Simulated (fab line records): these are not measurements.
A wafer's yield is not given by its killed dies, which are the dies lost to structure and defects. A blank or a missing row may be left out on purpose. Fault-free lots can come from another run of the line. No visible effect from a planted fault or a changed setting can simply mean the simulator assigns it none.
Split-lot experiment :: flow n5_finfet :: on a route of 1938 steps: 7 lots, 39 wafers read

ABOUT THE SPLIT
At N5_BEOL_M5_DEP_56 (deposits SiCN from 3MS/NH3, target thk 8 nm, time 14 s), the setting target_thk_a was moved away from the recipe's 80 angstrom on 12 of the 39 wafers read, by -50.1% to -15.2%. The other wafers ran this setting at the recipe's value.

The split's own step is where the reading is taken.

THE READING
SiCN_of_BEOL_M5_DEP_56.thk_nm (the simulator's own value, which no gauge read), in nm, at N5_BEOL_M5_DEP_56 (deposits SiCN from 3MS/NH3, target thk 8 nm, time 14 s). No usual value for it is given in the file. The 27 wafers here that ran the recipe average 8.0 nm, standard deviation 0.12 nm.

wafer: L074.1
tool, chamber at the split: pecvd-02, 0,1
target_thk_a as run, angstrom: 80
against the recipe: recipe
SiCN_of_BEOL_M5_DEP_56.thk_nm, nm: 8
against lot-mates on the recipe: -

wafer: L074.2
tool, chamber at the split: pecvd-02, 0,1
target_thk_a as run, angstrom: 80
against the recipe: recipe
SiCN_of_BEOL_M5_DEP_56.thk_nm, nm: 8
against lot-mates on the recipe: -

wafer: L074.3
tool, chamber at the split: pecvd-02, 2
target_thk_a as run, angstrom: 67.86
against the recipe: -15.2%
SiCN_of_BEOL_M5_DEP_56.thk_nm, nm: 7
against lot-mates on the recipe: -1.1

wafer: L074.4
tool, chamber at the split: pecvd-02, 2
target_thk_a as run, angstrom: 80
against the recipe: recipe
SiCN_of_BEOL_M5_DEP_56.thk_nm, nm: 8.2
against lot-mates on the recipe: -

wafer: L074.5
tool, chamber at the split: pecvd-02, 1,0
target_thk_a as run, angstrom: 67.86
against the recipe: -15.2%
SiCN_of_BEOL_M5_DEP_56.thk_nm, nm: 6.8
against lot-mates on the recipe: -1.3

wafer: L074.6
tool, chamber at the split: pecvd-02, 1,0
target_thk_a as run, angstrom: 67.86
against the recipe: -15.2%
SiCN_of_BEOL_M5_DEP_56.thk_nm, nm: 6.8
against lot-mates on the recipe: -1.3

wafer: L079.1
tool, chamber at the split: pecvd-02, 1,0,1
target_thk_a as run, angstrom: 39.9
against the recipe: -50.1%
SiCN_of_BEOL_M5_DEP_56.thk_nm, nm: 4
against lot-mates on the recipe: -4.0

wafer: L079.2
tool, chamber at the split: pecvd-02, 1,0,1
target_thk_a as run, angstrom: 39.9
against the recipe: -50.1%
SiCN_of_BEOL_M5_DEP_56.thk_nm, nm: 4
against lot-mates on the recipe: -4.0

wafer: L079.4
tool, chamber at the split: pecvd-02, 1,0,1
target_thk_a as run, angstrom: 39.9
against the recipe: -50.1%
SiCN_of_BEOL_M5_DEP_56.thk_nm, nm: 4
against lot-mates on the recipe: -4.0

wafer: L079.3
tool, chamber at the split: pecvd-02, 0,1,0
target_thk_a as run, angstrom: 80
against the recipe: recipe
SiCN_of_BEOL_M5_DEP_56.thk_nm, nm: 8
against lot-mates on the recipe: -

wafer: L079.5
tool, chamber at the split: pecvd-02, 0,1,0
target_thk_a as run, angstrom: 80
against the recipe: recipe
SiCN_of_BEOL_M5_DEP_56.thk_nm, nm: 8
against lot-mates on the recipe: -

wafer: L079.6
tool, chamber at the split: pecvd-02, 0,1,0
target_thk_a as run, angstrom: 80
against the recipe: recipe
SiCN_of_BEOL_M5_DEP_56.thk_nm, nm: 8
against lot-mates on the recipe: -

wafer: L080.1
tool, chamber at the split: pecvd-02, 0,0,1,1,0
target_thk_a as run, angstrom: 80
against the recipe: recipe
SiCN_of_BEOL_M5_DEP_56.thk_nm, nm: 8
against lot-mates on the recipe: -

wafer: L080.3
tool, chamber at the split: pecvd-02, 0,0,1,1,0
target_thk_a as run, angstrom: 80
against the recipe: recipe
SiCN_of_BEOL_M5_DEP_56.thk_nm, nm: 8
against lot-mates on the recipe: -

wafer: L080.4
tool, chamber at the split: pecvd-02, 0,0,1,1,0
target_thk_a as run, angstrom: 80
against the recipe: recipe
SiCN_of_BEOL_M5_DEP_56.thk_nm, nm: 8
against lot-mates on the recipe: -

wafer: L080.5
tool, chamber at the split: pecvd-02, 0,0,1,1,0
target_thk_a as run, angstrom: 80
against the recipe: recipe
SiCN_of_BEOL_M5_DEP_56.thk_nm, nm: 8
against lot-mates on the recipe: -

wafer: L080.6
tool, chamber at the split: pecvd-02, 0,0,1,1,0
target_thk_a as run, angstrom: 80
against the recipe: recipe
SiCN_of_BEOL_M5_DEP_56.thk_nm, nm: 8
against lot-mates on the recipe: -

wafer: L080.2
tool, chamber at the split: pecvd-02, 1
target_thk_a as run, angstrom: 80
against the recipe: recipe
SiCN_of_BEOL_M5_DEP_56.thk_nm, nm: 7.8
against lot-mates on the recipe: -

wafer: L078.1
tool, chamber at the split: pecvd-04, 0
target_thk_a as run, angstrom: 80
against the recipe: recipe
SiCN_of_BEOL_M5_DEP_56.thk_nm, nm: 8.2
against lot-mates on the recipe: -

wafer: L078.2
tool, chamber at the split: pecvd-04, 2
target_thk_a as run, angstrom: 42.64
against the recipe: -46.7%
SiCN_of_BEOL_M5_DEP_56.thk_nm, nm: 4.2
against lot-mates on the recipe: -3.9

wafer: L078.4
tool, chamber at the split: pecvd-04, 2
target_thk_a as run, angstrom: 42.64
against the recipe: -46.7%
SiCN_of_BEOL_M5_DEP_56.thk_nm, nm: 4.2
against lot-mates on the recipe: -3.9

wafer: L078.3
tool, chamber at the split: pecvd-04, 1
target_thk_a as run, angstrom: 80
against the recipe: recipe
SiCN_of_BEOL_M5_DEP_56.thk_nm, nm: 8
against lot-mates on the recipe: -

wafer: L078.5
tool, chamber at the split: pecvd-04, 1
target_thk_a as run, angstrom: 80
against the recipe: recipe
SiCN_of_BEOL_M5_DEP_56.thk_nm, nm: 8
against lot-mates on the recipe: -

wafer: L078.6
tool, chamber at the split: pecvd-04, 0
target_thk_a as run, angstrom: 42.64
against the recipe: -46.7%
SiCN_of_BEOL_M5_DEP_56.thk_nm, nm: 4.4
against lot-mates on the recipe: -3.7

wafer: L083.1
tool, chamber at the split: pecvd-02, 1,0,0
target_thk_a as run, angstrom: 80
against the recipe: recipe
SiCN_of_BEOL_M5_DEP_56.thk_nm, nm: 8
against lot-mates on the recipe: -

wafer: L083.2
tool, chamber at the split: pecvd-02, 1,0,0
target_thk_a as run, angstrom: 80
against the recipe: recipe
SiCN_of_BEOL_M5_DEP_56.thk_nm, nm: 8
against lot-mates on the recipe: -

wafer: L083.3
tool, chamber at the split: pecvd-02, 1,0,0
target_thk_a as run, angstrom: 80
against the recipe: recipe
SiCN_of_BEOL_M5_DEP_56.thk_nm, nm: 8
against lot-mates on the recipe: -

wafer: L083.4
tool, chamber at the split: pecvd-02, 1,0,1
target_thk_a as run, angstrom: 64.29
against the recipe: -19.6%
SiCN_of_BEOL_M5_DEP_56.thk_nm, nm: 6.4
against lot-mates on the recipe: -1.6

wafer: L083.5
tool, chamber at the split: pecvd-02, 1,0,1
target_thk_a as run, angstrom: 64.29
against the recipe: -19.6%
SiCN_of_BEOL_M5_DEP_56.thk_nm, nm: 6.4
against lot-mates on the recipe: -1.6

wafer: L083.6
tool, chamber at the split: pecvd-02, 1,0,1
target_thk_a as run, angstrom: 64.29
against the recipe: -19.6%
SiCN_of_BEOL_M5_DEP_56.thk_nm, nm: 6.4
against lot-mates on the recipe: -1.6

wafer: L094.2
tool, chamber at the split: pecvd-01, 2
target_thk_a as run, angstrom: 80
against the recipe: recipe
SiCN_of_BEOL_M5_DEP_56.thk_nm, nm: 7.8
against lot-mates on the recipe: -

wafer: L094.4
tool, chamber at the split: pecvd-01, 0,1
target_thk_a as run, angstrom: 80
against the recipe: recipe
SiCN_of_BEOL_M5_DEP_56.thk_nm, nm: 8
against lot-mates on the recipe: -

wafer: L094.6
tool, chamber at the split: pecvd-01, 0,1
target_thk_a as run, angstrom: 80
against the recipe: recipe
SiCN_of_BEOL_M5_DEP_56.thk_nm, nm: 8
against lot-mates on the recipe: -

wafer: L095.1
tool, chamber at the split: pecvd-02, 2,0,1
target_thk_a as run, angstrom: 80
against the recipe: recipe
SiCN_of_BEOL_M5_DEP_56.thk_nm, nm: 7.8
against lot-mates on the recipe: -

wafer: L095.2
tool, chamber at the split: pecvd-02, 2,0,1
target_thk_a as run, angstrom: 80
against the recipe: recipe
SiCN_of_BEOL_M5_DEP_56.thk_nm, nm: 7.8
against lot-mates on the recipe: -

wafer: L095.4
tool, chamber at the split: pecvd-02, 2,0,1
target_thk_a as run, angstrom: 80
against the recipe: recipe
SiCN_of_BEOL_M5_DEP_56.thk_nm, nm: 7.8
against lot-mates on the recipe: -

wafer: L095.3
tool, chamber at the split: pecvd-02, 1
target_thk_a as run, angstrom: 80
against the recipe: recipe
SiCN_of_BEOL_M5_DEP_56.thk_nm, nm: 7.6
against lot-mates on the recipe: -

wafer: L095.5
tool, chamber at the split: pecvd-02, 0,2
target_thk_a as run, angstrom: 80
against the recipe: recipe
SiCN_of_BEOL_M5_DEP_56.thk_nm, nm: 8
against lot-mates on the recipe: -

wafer: L095.6
tool, chamber at the split: pecvd-02, 0,2
target_thk_a as run, angstrom: 80
against the recipe: recipe
SiCN_of_BEOL_M5_DEP_56.thk_nm, nm: 8
against lot-mates on the recipe: -
When a row names more than one chamber, that row covers several wafers, and the file does not tell which wafer ran in which chamber.

FIT RESULTS
A straight line over all 39 wafers: SiCN_of_BEOL_M5_DEP_56.thk_nm changes by +0.079 nm for each +1% of target_thk_a; r = +1.00; the points scatter about the line by 0.11 nm.
The same after taking each lot's own level away (the mean of its wafers on the recipe; 39 wafers): +0.0805 nm for each +1%; r = +1.00; scatter 0.089 nm.
On that fit, the largest move of target_thk_a shifts the reading by 4 nm.
From 7.83 to 8.07 nm: that is the span of the lots' own levels, equal to 1.9 times the standard deviation above.
So the lot-to-lot level changes the slope little: the two slopes agree.
Check: for one of the wafers moved furthest among these (-50.1%), held out of the fit, the line's prediction against its lot-mates is -4.04 nm. Against them it came out at -4 nm.

OTHER SPLITS APPLIED TO THESE WAFERS
Note: prior to the reading, these wafers also went through further splits. Each is held against what the fit with the lots' levels taken away leaves over:
other split on the same wafers: N5_BEOL_M3_ILD_DEP_00 time_s
wafers away from the commonest value: 18
r with SiCN_of_BEOL_M5_DEP_56.thk_nm (lot level and that fit taken away): -0.05

THE FILE'S OWN FIT
SiCN_of_BEOL_M5_DEP_56.thk_nm changes by +0.0805 nm for each +1% of target_thk_a, r = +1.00.
